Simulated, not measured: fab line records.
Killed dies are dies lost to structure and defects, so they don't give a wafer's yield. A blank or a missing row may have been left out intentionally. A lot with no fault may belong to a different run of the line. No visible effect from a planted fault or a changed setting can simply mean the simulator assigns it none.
Matching of chambers / flow nand_harc / NHARC_A_ONON_D1_DEP_33 on pecvd-01: 3 sister chambers
The step deposits SiO2, target thk 200 nm. 3 wafers are shown with their chamber, then 7 later ones without.

WAFERS WITH THEIR CHAMBER
wafer=L495.3; chamber=2; heater_power_w (W)=730
wafer=L495.5; chamber=1; heater_power_w (W)=421
wafer=L498.5; chamber=0; heater_power_w (W)=501

WAFERS WITH NO CHAMBER GIVEN
wafer=L498.6; heater_power_w (W)=686
wafer=L500.1; heater_power_w (W)=742
wafer=L500.3; heater_power_w (W)=495
wafer=L500.5; heater_power_w (W)=499
wafer=L503.2; heater_power_w (W)=535
wafer=L503.4; heater_power_w (W)=640
wafer=L503.5; heater_power_w (W)=415

THE CHAMBER EACH PASSED THROUGH
wafer=L498.6; from the rows above=2; in truth=2
wafer=L500.1; from the rows above=2; in truth=2
wafer=L500.3; from the rows above=can't be placed: 0 or 1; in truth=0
wafer=L500.5; from the rows above=can't be placed: 0 or 1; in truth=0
wafer=L503.2; from the rows above=can't be placed: 0 or 1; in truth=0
wafer=L503.4; from the rows above=can't be placed: 2 or 0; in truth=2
wafer=L503.5; from the rows above=can't be placed: 1 or 0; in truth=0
Placed correctly: 2 of 7. Can't be placed from these rows: 5 (the true chamber is among the candidates in 5). Placed wrongly: 0.
How it was worked out, from the rows above alone: a wafer's distance from a chamber is the root of the sum, over the readings, of the square of ((its reading less the chamber's mean) divided by the reading's scatter). If the next closest chamber is less than 2 further off than the closest, the wafer can't be placed; otherwise it belongs to the closest. Each chamber's mean is taken over the wafers shown for it. The scatter: with one shown wafer a chamber, the root of the mean of the squares of how far each hidden wafer lies from its nearest shown one.
